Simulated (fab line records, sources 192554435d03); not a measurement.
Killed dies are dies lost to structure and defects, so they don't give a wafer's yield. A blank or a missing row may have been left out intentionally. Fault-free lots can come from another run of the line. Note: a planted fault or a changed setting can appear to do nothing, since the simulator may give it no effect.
fab line records | flow n5-finfet
record lots=7 | wafers=19 | last-day=18
route steps=1938 shown BEOL_M9@1405
lots with no fault: from the same line, run without faults
start-h: hours from the record's first day to the start of the lot's first wafer shown | wait-h: how many hours have passed since the lot's step before this one | " as in the row above | L1.1+2: a single row standing in for several wafers | - either no value or no given start | * or withheld: withheld | < > ~ a bound
route shown NAME@n: a module of which the file shows steps, and the number in the route of the first | usual: mean/standard deviation taken from wafers without a fault | same: alike in all rows | chamber/n: place in a boat | sites: readings site by site | _std_site: standard deviation across them | _edge_site: the outer-site mean with the inner-site mean subtracted | radius-mm: how far each site lies from the wafer's centre | mask NAME#n: copy n | behind: the last tool/chamber to shape the wafer | hold: what put the lot on hold/how long, in hours/how the hold closed | device: the transistor (n, p or np) that didn't switch | end of line: tests of these same wafers at the route's end | where a step has no rows: the recipe by itself | killed: dies that structure and defects cost at the first sort, which is not the same as the wafer's yield | map: dies across one wafer; x = killed, . = not, _ = none there
set.NAME: the setting the step ran with; set.NAME@STEP: the setting that earlier step ran with | model.NAME: the simulator's own value behind a step, which no gauge read
lots at some steps of the route; a table a step, a row a wafer
services: when a tool's chamber went out of use (start-h, in hours from the record's first day, below 0 if earlier), for how many hours, and the reason
## steps
# step N5_BEOL_M9_HM_DEP_02
# recipe material=TiN | target-thk-a=200 | temp-c=25 | chamber-pressure-pa=0.49996
# usual chamber-pressure-pa=0.5000/0.001 | throttle-valve-pct=29.9/0.97
lot.wafer | tool           | chamber | start-h | wait-h | chamber-pressure-pa | throttle-valve-pct
L706.1    | pvd-sputter-02 | -       | 210.73  | 0.7    | 0.5000              | 30.1
L706.2    | "              | -       | "       | "      | 0.4983              | 30.5
L706.5    | "              | -       | "       | "      | 0.4995              | 30.4
L712.4    | pvd-sputter-01 | -       | 258.95  | 1.0    | 0.5011              | 31.4
L712.5    | "              | -       | "       | "      | 0.4994              | 28.9
L712.6    | "              | -       | "       | "      | 0.4994              | 31.6
L719.2    | pvd-sputter-01 | -       | 298.66  | 1.9    | 0.4994              | 31.3
L719.6    | "              | -       | "       | "      | 0.4984              | 30.0
L717.1    | pvd-sputter-02 | -       | 298.93  | 1.9    | 0.5007              | 29.3
L717.5    | "              | -       | "       | "      | 0.4993              | 29.3
L717.6    | "              | -       | "       | "      | 0.4996              | 30.3
L720.2    | pvd-sputter-01 | -       | 317.04  | 1.6    | 0.5025              | 29.9
L720.5    | "              | -       | "       | "      | 0.5008              | 28.9
L729.1    | pvd-sputter-01 | -       | 369.28  | 1.0    | 0.5004              | 29.1
L729.4    | "              | -       | "       | "      | 0.5010              | 31.4
L729.6    | "              | -       | "       | "      | 0.5005              | 29.4
L726.1    | pvd-sputter-03 | -       | 370.85  | 0.5    | 0.4998              | 28.3
L726.2    | "              | -       | "       | "      | 0.5009              | 29.4
L726.6    | "              | -       | "       | "      | 0.5018              | 29.4
# step N5_BEOL_M9_COAT_59
# recipe resist=SOC | temp-c=250 | time-s=60 | spin-rpm=1500 | resist-thk-nm=100
# step N5_BEOL_M9_COAT_60
# recipe resist=SiARC | temp-c=220 | time-s=60 | spin-rpm=1500 | resist-thk-nm=30
# step N5_BEOL_M9_COAT_05
# recipe resist=CAR-ArF | spin-rpm=1500 | resist-thk-nm=90
# step N5_BEOL_M9_EBR_07
# recipe solvent=PGMEA | ebr-width-mm=1.5
# step N5_BEOL_M9_SOFTBAKE_06
# recipe temp-c=110 | time-s=60 | resist=CAR-ArF
# step N5_BEOL_M9_EXPOSE_08
# recipe mask-id=M9 | na=1.35 | source-shape=dipole | sigma-inner=0.411 | sigma-outer=0.611 | polarization=te | dose-mj=53.75
# step N5_BEOL_M9_PEB_09
# recipe peb-temp-c=withheld | peb-time-s=60 | resist=CAR-ArF
# step N5_BEOL_M9_DEVELOP_10
# recipe develop-time-s=30 | developer=TMAH | resist=CAR-ArF | rinse-liquid=diw | dry=air-spin | dev-temp-c=23
# step N5_BEOL_M9_CD_MEAS_11
# recipe target-cd-nm=64.1 | landing-energy-ev=500 | detector=se-inlens | polarity=opening
# usual cd-nm=63.9/0.52
lot.wafer | tool      | chamber | start-h | wait-h | cd-nm
L706.1    | cd-sem-01 | 0       | 211.10  | -      | 63.3
L706.2    | "         | 0       | "       | "      | 62.8
L706.5    | "         | 0       | "       | "      | 63.3
L712.4    | cd-sem-03 | 0       | 259.45  | -      | 63.0
L712.5    | "         | 0       | "       | "      | 63.5
L712.6    | "         | 0       | "       | "      | 63.2
L719.2    | cd-sem-02 | 0       | 299.17  | -      | 64.8
L719.6    | "         | 0       | "       | "      | 65.1
L717.1    | cd-sem-03 | 0       | 299.45  | -      | 64.2
L717.5    | "         | 0       | "       | "      | 64.6
L717.6    | "         | 0       | "       | "      | 64.0
L720.2    | cd-sem-03 | 0       | 317.55  | -      | 64.2
L720.5    | "         | 0       | "       | "      | 63.9
L729.1    | cd-sem-01 | 0       | 369.77  | -      | 63.7
L729.4    | "         | 0       | "       | "      | 64.3
L729.6    | "         | 0       | "       | "      | 63.9
L726.1    | cd-sem-03 | 0       | 371.22  | -      | 64.3
L726.2    | "         | 0       | "       | "      | 64.7
L726.6    | "         | 0       | "       | "      | 64.7
# step N5_BEOL_M9_OVL_MEAS_12
# recipe points-per-wafer=44
# usual M9_OVL=0.2/0.91
lot.wafer | tool       | chamber | start-h | wait-h | M9_OVL[nm]
L706.1    | overlay-02 | 0       | 211.13  | 0.0    | 1.2
L706.2    | "          | 0       | "       | "      | -0.3
L706.5    | "          | 0       | "       | "      | -0.6
L712.4    | overlay-01 | 0       | 259.48  | 0.0    | -1.0
L712.5    | "          | 0       | "       | "      | 0.0
L712.6    | "          | 0       | "       | "      | -1.2
L719.2    | overlay-02 | 0       | 299.20  | 0.0    | -0.5
L719.6    | "          | 0       | "       | "      | -0.9
L717.1    | overlay-01 | 0       | 299.48  | 0.0    | 1.1
L717.5    | "          | 0       | "       | "      | 1.5
L717.6    | "          | 0       | "       | "      | 1.5
L720.2    | overlay-01 | 0       | 317.59  | 0.0    | -0.7
L720.5    | "          | 0       | "       | "      | -0.2
L729.1    | overlay-02 | 0       | 369.80  | 0.0    | -0.9
L729.4    | "          | 0       | "       | "      | 0.2
L729.6    | "          | 0       | "       | "      | 0.9
L726.1    | overlay-02 | 0       | 371.25  | 0.0    | -1.7
L726.2    | "          | 0       | "       | "      | -1.6
L726.6    | "          | 0       | "       | "      | 0.1
# step N5_BEOL_M9_INSPECT_13
# recipe mode=adi | inspect-instrument=brightfield
# usual raw-defect-count=404/89
lot.wafer | tool              | chamber | start-h | wait-h | raw-defect-count
L706.1    | defect-inspect-02 | -       | 211.15  | 0.0    | 296
L706.2    | "                 | -       | "       | "      | 271
L706.5    | "                 | -       | "       | "      | 429
L712.4    | defect-inspect-02 | -       | 259.50  | 0.0    | 433
L712.5    | "                 | -       | "       | "      | 405
L712.6    | "                 | -       | "       | "      | 429
L719.2    | defect-inspect-01 | -       | 299.22  | 0.0    | 449
L719.6    | "                 | -       | "       | "      | 461
L717.1    | defect-inspect-01 | -       | 299.51  | 0.0    | 399
L717.5    | "                 | -       | "       | "      | 382
L717.6    | "                 | -       | "       | "      | 420
L720.2    | defect-inspect-02 | -       | 317.61  | 0.0    | 397
L720.5    | "                 | -       | "       | "      | 326
L729.1    | defect-inspect-02 | -       | 369.83  | 0.0    | 439
L729.4    | "                 | -       | "       | "      | 594
L729.6    | "                 | -       | "       | "      | 541
L726.1    | defect-inspect-01 | -       | 371.27  | 0.0    | 450
L726.2    | "                 | -       | "       | "      | 429
L726.6    | "                 | -       | "       | "      | 578
# step N5_BEOL_M9_DESCUM_16
# recipe chemistry=O2 | time-s=7.9 | source-power-w=50 | bias-power-w=20 | pressure-mtorr=20 | rf-frequency-hz=2.712e+07 | temp-c=40 | resist=CAR-ArF | o2-flow-sccm=225
# usual drypump-motor-current-A=5.76/0.26 | oes-product-au=0.78/0.073 | rf-vpp-V=243.2/1.3 | showerhead-plenum-p-Torr=2.10/0.075 | throttle-valve-pct=20.38/0.28
lot.wafer | tool        | chamber | start-h | wait-h | drypump-motor-current-A | oes-product-au | rf-hours-counter-h | rf-vpp-V | showerhead-plenum-p-Torr | throttle-valve-pct | model.CAR-ArF_of_BEOL_M9_COAT_05.thk-nm
L706.1    | rie-diel-05 | 1       | 211.19  | 0.0    | 5.90                    | 0.70           | 219                | 244.1    | 2.17                     | 20.90              | 83.4
L706.2    | "           | 3       | "       | "      | 5.62                    | 0.88           | 33                 | 244.0    | 2.12                     | 20.29              | 83.4
L706.5    | "           | 1       | "       | "      | 5.93                    | 0.69           | -                  | 243.7    | 2.17                     | 20.87              | 83.4
L712.4    | rie-diel-03 | 3       | 259.53  | 0.0    | 5.44                    | 0.78           | 140                | 241.8    | 2.01                     | 20.53              | 83.6
L712.5    | "           | 2       | "       | "      | 5.72                    | 0.86           | -                  | 245.0    | 2.21                     | 20.08              | 83.2
L712.6    | "           | 3       | "       | "      | 5.46                    | 0.78           | -                  | 241.0    | 2.01                     | 20.53              | 83.4
L719.2    | rie-diel-03 | 2       | 299.32  | 0.1    | 5.72                    | 0.84           | 92                 | 244.7    | 2.20                     | 20.11              | 83.6
L719.6    | "           | 2       | "       | "      | 5.72                    | 0.83           | -                  | 244.3    | 2.20                     | 20.11              | 83.2
L717.1    | rie-diel-03 | 3       | 299.57  | 0.1    | 5.44                    | 0.77           | 158                | 241.4    | 2.01                     | 20.57              | 83.8
L717.5    | "           | 0       | "       | "      | 5.59                    | 0.85           | -                  | 243.4    | 2.14                     | 20.40              | 83
L717.6    | "           | 3       | "       | "      | 5.44                    | 0.77           | -                  | 241.7    | 2.01                     | 20.55              | 82.6
L720.2    | rie-diel-03 | 3       | 317.88  | 0.3    | 5.45                    | 0.76           | 163                | 241.4    | 2.00                     | 20.56              | 83.6
L720.5    | "           | 0       | "       | "      | 5.60                    | 0.85           | -                  | 243.8    | 2.14                     | 20.41              | 83.2
L729.1    | rie-diel-06 | 3       | 370.25  | 0.4    | 5.85                    | 0.80           | 102                | 241.1    | 2.01                     | 20.03              | 84
L729.4    | "           | 2       | "       | "      | 5.85                    | 0.73           | -                  | 241.4    | 2.08                     | 20.68              | 83.8
L729.6    | "           | 3       | "       | "      | 5.83                    | 0.80           | -                  | 242.0    | 2.01                     | 20.04              | 84.2
L726.1    | rie-diel-06 | 1       | 371.32  | 0.0    | 5.42                    | 0.73           | 202                | 245.1    | 2.17                     | 20.60              | 83.4
L726.2    | "           | 2       | "       | "      | 5.84                    | 0.72           | 210                | 242.0    | 2.08                     | 20.70              | 83.6
L726.6    | "           | 3       | "       | "      | 5.88                    | 0.80           | -                  | 242.7    | 2.01                     | 20.04              | 83.6
# step N5_BEOL_M9_ETCH_61
# recipe chemistry=CF4 | target=SiARC | target-depth-a=390 | mask-material=CAR-ArF | time-s=65 | ion-energy-ev=80 | pressure-mtorr=40 | source-w=545 | bias-w=36 | Ar_flow_sccm=100 | cf4-flow-sccm=100 | ends=cleared
# usual bias-w=36.02/0.11 | drypump-motor-current-A=5.76/0.26 | etch-rf-on-time-s=64.8/1.6 | mfc-ar-sccm=100.01/0.29 | oes-product-au=0.66/0.062 | rf-vpp-V=184.3/1.2 | showerhead-plenum-p-Torr=2.15/0.069 | throttle-valve-pct=15.59/0.25
lot.wafer | tool        | chamber | start-h | wait-h | bias-w | drypump-motor-current-A | etch-rf-on-time-s | mfc-ar-sccm | oes-product-au | rf-hours-counter-h | rf-vpp-V | showerhead-plenum-p-Torr | throttle-valve-pct | model.CAR-ArF_of_BEOL_M9_COAT_05.thk-nm
L706.1    | rie-diel-05 | 1       | 211.22  | 0.0    | 36.19  | 5.90                    | 65.7              | 100.09      | 0.58           | 219                | 186.7    | 2.21                     | 15.98              | 55.4
L706.2    | "           | 3       | "       | "      | 35.98  | 5.62                    | 63.3              | 99.63       | 0.76           | 33                 | 185.7    | 2.18                     | 15.51              | 55.4
L706.5    | "           | 1       | "       | "      | 36.15  | 5.90                    | 66.0              | 99.81       | 0.59           | -                  | 184.4    | 2.21                     | 15.98              | 55.6
L712.4    | rie-diel-03 | 3       | 259.57  | 0.0    | 36.13  | 5.46                    | 65.7              | 99.93       | 0.66           | 140                | 182.8    | 2.06                     | 15.72              | 55.6
L712.5    | "           | 2       | "       | "      | 35.98  | 5.72                    | 64.5              | 99.74       | 0.72           | -                  | 185.5    | 2.27                     | 15.34              | 55.4
L712.6    | "           | 3       | "       | "      | 35.98  | 5.44                    | 64.8              | 99.67       | 0.66           | -                  | 181.8    | 2.06                     | 15.74              | 55.6
L719.2    | rie-diel-03 | 2       | 299.35  | 0.0    | 36.07  | 5.71                    | 63.4              | 100.28      | 0.72           | 92                 | 185.5    | 2.26                     | 15.39              | 55.8
L719.6    | "           | 2       | "       | "      | 35.90  | 5.71                    | 63.4              | 100.56      | 0.71           | -                  | 185.2    | 2.26                     | 15.41              | 55.2
L717.1    | rie-diel-03 | 3       | 299.61  | 0.0    | 36.16  | 5.45                    | 65.1              | 100.43      | 0.64           | 158                | 183.6    | 2.06                     | 15.77              | 55.8
L717.5    | "           | 0       | "       | "      | 35.97  | 5.62                    | 63.2              | 100.02      | 0.72           | -                  | 182.7    | 2.18                     | 15.52              | 55.2
L717.6    | "           | 3       | "       | "      | 36.18  | 5.46                    | 64.7              | 100.02      | 0.65           | -                  | 183.6    | 2.06                     | 15.76              | 54.8
L720.2    | rie-diel-03 | 3       | 317.91  | 0.0    | 36.16  | 5.46                    | 66.0              | 100.86      | 0.64           | 163                | 182.9    | 2.06                     | 15.79              | 55.6
L720.5    | "           | 0       | "       | "      | 36.00  | 5.60                    | 64.0              | 100.31      | 0.71           | -                  | 183.5    | 2.17                     | 15.53              | 55.2
L729.1    | rie-diel-06 | 3       | 370.29  | 0.0    | 36.02  | 5.87                    | 64.9              | 100.28      | 0.68           | 103                | 182.2    | 2.06                     | 15.26              | 56
L729.4    | "           | 2       | "       | "      | 35.78  | 5.79                    | 63.7              | 99.50       | 0.62           | -                  | 185.0    | 2.12                     | 15.86              | 56
L729.6    | "           | 3       | "       | "      | 36.18  | 5.84                    | 64.3              | 100.14      | 0.70           | -                  | 182.8    | 2.06                     | 15.24              | 56.2
L726.1    | rie-diel-06 | 1       | 371.36  | 0.0    | 35.97  | 5.41                    | 63.9              | 100.19      | 0.62           | 202                | 184.6    | 2.20                     | 15.74              | 55.4
L726.2    | "           | 2       | "       | "      | 36.07  | 5.83                    | 63.0              | 99.67       | 0.62           | 210                | 183.2    | 2.12                     | 15.84              | 55.6
L726.6    | "           | 3       | "       | "      | 35.98  | 5.84                    | 64.3              | 100.10      | 0.69           | -                  | 183.4    | 2.06                     | 15.25              | 55.6
# step N5_BEOL_M9_ETCH_62
# recipe chemistry=N2/H2 | target=SOC | target-depth-a=1100 | overetch-a=220 | mask-material=SiARC | temp-c=40 | time-s=165 | ion-energy-ev=200 | pressure-mtorr=30 | source-w=840 | bias-w=150 | n2-flow-sccm=200 | h2-flow-sccm=200
# usual bias-w=150.0/0.42 | drypump-motor-current-A=5.76/0.26 | oes-product-au=0.66/0.057 | rf-vpp-V=524.3/2.3 | showerhead-plenum-p-Torr=2.56/0.081 | throttle-valve-pct=17.8/0.32
# same time-s=165
lot.wafer | tool        | chamber | start-h | wait-h | bias-w | drypump-motor-current-A | oes-product-au | rf-hours-counter-h | rf-vpp-V | showerhead-plenum-p-Torr | throttle-valve-pct
L706.1    | rie-diel-05 | 1       | 211.27  | 0.0    | 149.7  | 5.92                    | 0.59           | 219                | 524.8    | 2.62                     | 18.2
L706.2    | "           | 3       | "       | "      | 150.2  | 5.64                    | 0.74           | 33                 | 525.5    | 2.58                     | 17.7
L706.5    | "           | 1       | "       | "      | 150.4  | 5.93                    | 0.58           | -                  | 526.3    | 2.62                     | 18.2
L712.4    | rie-diel-03 | 3       | 259.62  | 0.0    | 150.2  | 5.46                    | 0.66           | 140                | 520.8    | 2.47                     | 18.1
L712.5    | "           | 2       | "       | "      | 149.8  | 5.71                    | 0.72           | -                  | 526.7    | 2.68                     | 17.5
L712.6    | "           | 3       | "       | "      | 150.5  | 5.47                    | 0.65           | -                  | 522.2    | 2.47                     | 18.1
L719.2    | rie-diel-03 | 2       | 299.40  | 0.0    | 149.9  | 5.72                    | 0.70           | 92                 | 527.1    | 2.67                     | 17.5
L719.6    | "           | 2       | "       | "      | 150.2  | 5.74                    | 0.69           | -                  | 526.9    | 2.67                     | 17.5
L717.1    | rie-diel-03 | 3       | 299.66  | 0.0    | 149.7  | 5.48                    | 0.64           | 158                | 522.1    | 2.46                     | 18.1
L717.5    | "           | 0       | "       | "      | 150.6  | 5.62                    | 0.71           | -                  | 525.5    | 2.59                     | 17.9
L717.6    | "           | 3       | "       | "      | 149.5  | 5.47                    | 0.64           | -                  | 521.1    | 2.46                     | 18.2
L720.2    | rie-diel-03 | 3       | 317.96  | 0.0    | 150.4  | 5.46                    | 0.64           | 163                | 521.4    | 2.46                     | 18.1
L720.5    | "           | 0       | "       | "      | 149.9  | 5.62                    | 0.70           | -                  | 525.0    | 2.59                     | 18.0
L729.1    | rie-diel-06 | 3       | 370.34  | 0.0    | 149.5  | 5.86                    | 0.69           | 103                | 521.9    | 2.45                     | 17.4
L729.4    | "           | 2       | "       | "      | 149.6  | 5.83                    | 0.61           | -                  | 523.5    | 2.53                     | 18.2
L729.6    | "           | 3       | "       | "      | 150.1  | 5.88                    | 0.68           | -                  | 520.7    | 2.45                     | 17.4
L726.1    | rie-diel-06 | 1       | 371.41  | 0.0    | 150.4  | 5.40                    | 0.61           | 202                | 526.4    | 2.63                     | 18.1
L726.2    | "           | 2       | "       | "      | 149.9  | 5.84                    | 0.60           | 210                | 523.4    | 2.53                     | 18.2
L726.6    | "           | 3       | "       | "      | 149.9  | 5.84                    | 0.68           | -                  | 521.7    | 2.45                     | 17.4
## services
tool           | chamber | start-h | hours | kind
rie-diel-05    | 3       | 199.25  | 6.7   | repair
rie-diel-05    | -       | 215.61  | 0.7   | repair
rie-diel-05    | 3       | 239.24  | 9.6   | repair
rie-diel-06    | 2       | 252.13  | 10.8  | repair
rie-diel-06    | 0       | 256.55  | 7.3   | repair
rie-diel-06    | 1       | 257.61  | 3.4   | repair
rie-diel-03    | 1       | 264.32  | 8.9   | repair
rie-diel-05    | -       | 264.84  | 14.6  | pm
pvd-sputter-01 | -       | 272.12  | 7.8   | repair
rie-diel-06    | 3       | 291.33  | 1.9   | repair
rie-diel-05    | 1       | 312.03  | 4.2   | repair
rie-diel-05    | 1       | 326.87  | -     | clean
rie-diel-05    | 1       | 326.87  | -     | consumable-replace:focus-ring
rie-diel-05    | 1       | 326.87  | 16.5  | scheduled-down
rie-diel-05    | 1       | 326.87  | 16.5  | vent-cycle
rie-diel-05    | -       | 329.63  | 7.5   | repair
pvd-sputter-01 | -       | 353.12  | 1.8   | repair
rie-diel-05    | 2       | 353.78  | -     | clean
rie-diel-05    | 2       | 353.78  | -     | consumable-replace:focus-ring
rie-diel-05    | 2       | 353.78  | -     | consumable-replace:showerhead
rie-diel-05    | 2       | 353.78  | 19.7  | scheduled-down
rie-diel-05    | 2       | 353.78  | 19.7  | vent-cycle
rie-diel-05    | 3       | 365.69  | 3.9   | repair
rie-diel-06    | 0       | 369.06  | 18.3  | repair
## key
first-sign none at tools or gauges
model-effect step=N5_BEOL_M9_DESCUM_16 | value=CAR-ArF_of_BEOL_M9_COAT_05.thk-nm | without=83.65 | struck=83
model-effect step=N5_BEOL_M9_ETCH_61 | value=CAR-ArF_of_BEOL_M9_COAT_05.thk-nm | without=55.8 | struck=55.1
met-at N5_BEOL_M9_DESCUM_16
struck-wafers L717.5,L717.6,L719.6,L720.5
onset-between 259.53 299.32
fault kind=process-parameter-drift | tool=rie-diel-03 | chamber=- | onset-h=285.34 | steps=N5_BEOL_M9_DESCUM_16 | channel=time-s | offset=* | shape=step | end-h=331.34 | scope=struck-wafers-only | acts-in=* | stated=*
